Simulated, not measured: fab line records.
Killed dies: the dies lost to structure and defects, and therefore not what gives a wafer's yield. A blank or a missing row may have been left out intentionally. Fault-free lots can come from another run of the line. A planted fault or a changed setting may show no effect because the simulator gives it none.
The tool behind it: which one? | flow n5Finfet | at 1 step of a route of 1938, 10 lots with 28 wafers sampled

## WHAT THE GAUGES SHOWED, per wafer
N5_BEOL_M4_CD_MEAS_18: pitch 36 nm, target cd 18 nm.
lot  | measured     | on       | cdNm (nm)
L843 | day 8 20:44  | cdSem-03 | 17.3 17.4 17.3
L844 | day 9 00:00  | cdSem-01 | 18.3 17.9 18.3
L850 | day 10 20:28 | cdSem-01 | 17.9 17.6 17.7
L853 | day 11 07:53 | cdSem-02 | 17.6 18.5 17.8
L857 | day 11 20:12 | cdSem-02 | 18.0 18.2 17.8
L854 | day 11 20:44 | cdSem-01 | 18.2 17.6 17.7
L856 | day 12 03:25 | cdSem-02 | 18.1 18.5
L859 | day 12 09:58 | cdSem-02 | 18.2 18.1 18.2
L861 | day 13 05:01 | cdSem-02 | 17.5 18.5
L860 | day 13 16:14 | cdSem-03 | 18.3 18.1 18.3

## WHICH TOOL RAN EACH LOT (tool, then ch and the chambers of the sampled wafers, then the start)
The record shows no process step preceding these readings.

## THE ANSWER, worked out from the rows above alone
Rule: usual is defined by the lots themselves. The widest of any qualifying gaps counts: lots, ordered by their means at a reading, are off when they make up no more than a third of the lots, leave a main group of 4 or more, and stand apart from it by 3 or more times the standard deviation of that group's means. The tables above print the reading to a certain number of digits; a main group whose means all agree to those digits is not used. A lot without any number at a reading at which 4 lots or more have one is off too. Where the step has rows for the other lots, those lots are counted as sound.
Across all readings shown, no lot is off: no conclusion can be drawn from this.

## WHAT HAD BEEN PUT IN BY THE SIMULATOR
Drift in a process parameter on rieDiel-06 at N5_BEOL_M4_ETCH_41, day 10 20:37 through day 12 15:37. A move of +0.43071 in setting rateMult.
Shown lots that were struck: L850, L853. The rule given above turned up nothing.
